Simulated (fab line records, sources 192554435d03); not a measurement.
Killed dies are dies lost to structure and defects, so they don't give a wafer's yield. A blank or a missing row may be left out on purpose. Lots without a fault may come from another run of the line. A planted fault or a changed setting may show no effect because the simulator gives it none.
A struck lot beside a sound one | flow n5_finfet | 15 steps out of a route of 1938
Sound: wafers L882.1, L882.2, L882.6. Struck: wafers L900.1, L900.6. (L900.3 of the same lot was not struck and is left out.) The cause comes at the end.
At each step with rows: each side's tool, then ch and its chambers, then its first start. Under that, the readings that differ: sound wafers | struck wafers | difference of the means | sigmas: that difference in standard deviations of wafers without a fault.
alike: readings whose means differ by less than 2 such deviations, and words and numbers that are the same on both sides. not compared: withheld readings, readings that some wafer has no value for, bounds like >300 that may hide the same value, and numbers for which the record gives no deviation and whose values overlap.
The two part at a step that has a row with sigmas, a row that says differs or no value, or rows on one side only. Numbers that don't overlap but have no deviation are shown without sigmas and don't part them. A reading that every wafer of one side lacks parts them only if that side has two wafers or more.

first, 1 step without rows for these wafers: N5_BEOL_M13_HARDBAKE_32 (time 120 s).
N5_BEOL_M13_CD_MEAS_28: target cd 209.5 nm.
  sound on cd_sem-02 ch 0, day 10 08:51; struck on cd_sem-03 ch 0, day 15 08:34
  alike: cd_nm
N5_BEOL_M13_OVL_MEAS_29:
  sound on overlay-02 ch 0, day 10 08:53; struck on overlay-01 ch 0, day 15 08:36
  alike: M13_OVL
N5_BEOL_M13_INSPECT_30: inspects for defects (macro).
  sound on defect_inspect-01, day 10 08:54; struck on defect_inspect-02, day 15 08:37
  alike: raw_defect_count
N5_BEOL_M13_DESCUM_33: chemistry O2, time 7.9 s.
  sound on rie_diel-04 ch 0,2,3, day 10 09:07; struck on rie_diel-05 ch 0,2, day 15 08:49
  alike: drypump_motor_current_A, o2_flow_sccm, oes_product_au, rf_vpp_V, showerhead_plenum_p_Torr, throttle_valve_pct
  not compared: rf_hours_counter_h
N5_BEOL_M13_ETCH_67: etches SiARC in CF4, target depth 143 nm, time 238.3 s.
  sound on rie_diel-04 ch 0,2,3, day 10 09:09; struck on rie_diel-05 ch 0,2, day 15 08:51
  alike: drypump_motor_current_A, etch_rf_on_time_s, oes_product_au, rf_vpp_V, showerhead_plenum_p_Torr, throttle_valve_pct
  not compared: rf_hours_counter_h
N5_BEOL_M13_ETCH_68: etches SOC in N2/H2, time 355 s.
  sound on rie_diel-04 ch 0,2,3, day 10 09:18; struck on rie_diel-05 ch 0,2, day 15 09:00
  alike: drypump_motor_current_A, oes_product_au, rf_vpp_V, showerhead_plenum_p_Torr, throttle_valve_pct
  not compared: rf_hours_counter_h
then, 1 step without rows for these wafers: N5_BEOL_M13_STRIP_69 (strips in N2/H2).
N5_BEOL_M13_TRENCH_ETCH_34: etches SiOC in C4F8/O2/Ar, target depth 413.47 nm, time 162.6 s.
  sound on rie_diel-04 ch 0,2,3, day 10 09:31; struck on rie_diel-05 ch 0,2, day 15 09:13
  alike: drypump_motor_current_A, he_outer_torr, oes_product_au, rf_vpp_V, showerhead_plenum_p_Torr, throttle_valve_pct
  not compared: rf_hours_counter_h
then, 1 step without rows for these wafers: N5_BEOL_M13_STRIP_70 (strips in C4F8/O2/Ar).
N5_BEOL_M13_OCD_MEAS_35:
  sound on ocd-02, day 10 09:41; struck on ocd-01, day 15 09:24
  alike: trench_depth_nm
N5_BEOL_M13_STRIP_37: strips in N2/H2.
  sound on plasma_asher-02 ch 0,1, day 10 09:44; struck on plasma_asher-02 ch 1, day 15 09:26
  alike: drypump_motor_current_A, heater_power_w, oes_product_au
  not compared: rf_hours_counter_h
N5_BEOL_M13_ETCH_38: etches SiCN in CF4/N2, target depth 67.5 nm, time 71.9 s.
  sound on rie_diel-04 ch 1,2,3, day 10 11:58; struck on rie_diel-05 ch 1,3, day 15 10:14
  reading                  | sound             | struck      | difference | sigmas
  oes_product_au (a.u.)    | 0.75 0.94 0.81    | 0.63 0.63   | -0.20      | -3
  model.etch.depth_nm (nm) | 59.36 59.19 60.37 | 36.55 35.05 | -23.84     |
  alike: drypump_motor_current_A, rf_vpp_V, showerhead_plenum_p_Torr, throttle_valve_pct
  not compared: rf_hours_counter_h
then, 1 step without rows for these wafers: N5_BEOL_M13_PRECLEAN_39 (cleans in residue remover, time 60 s).
N5_PASSIVATION_PROBE_49:
  sound on prober-02, day 12 00:28; struck on prober-02, day 16 14:18
  reading               | sound       | struck  | difference | sigmas
  sort_bin_6_memory (%) | 3.9 3.5 4.2 | 3.1 2.1 | -1.3       | -2
  alike: defect_limited_yield, killed_at_M0_to_M3, killed_at_M4_up, killed_at_contacts, killed_at_front_end, killed_at_other, killed_dies, killed_open, killed_short, sort_bin_4_leakage, sort_bin_5_function, sort_bin_8_speed, sort_n_pass

WHERE THEY PART
First at N5_BEOL_M13_ETCH_38; last, within this record, at N5_PASSIVATION_PROBE_49.

WHY: what the simulator had put in
Process parameter drift: rie_diel-05, from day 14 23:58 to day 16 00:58, at N5_BEOL_M13_ETCH_38. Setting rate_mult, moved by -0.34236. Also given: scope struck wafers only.
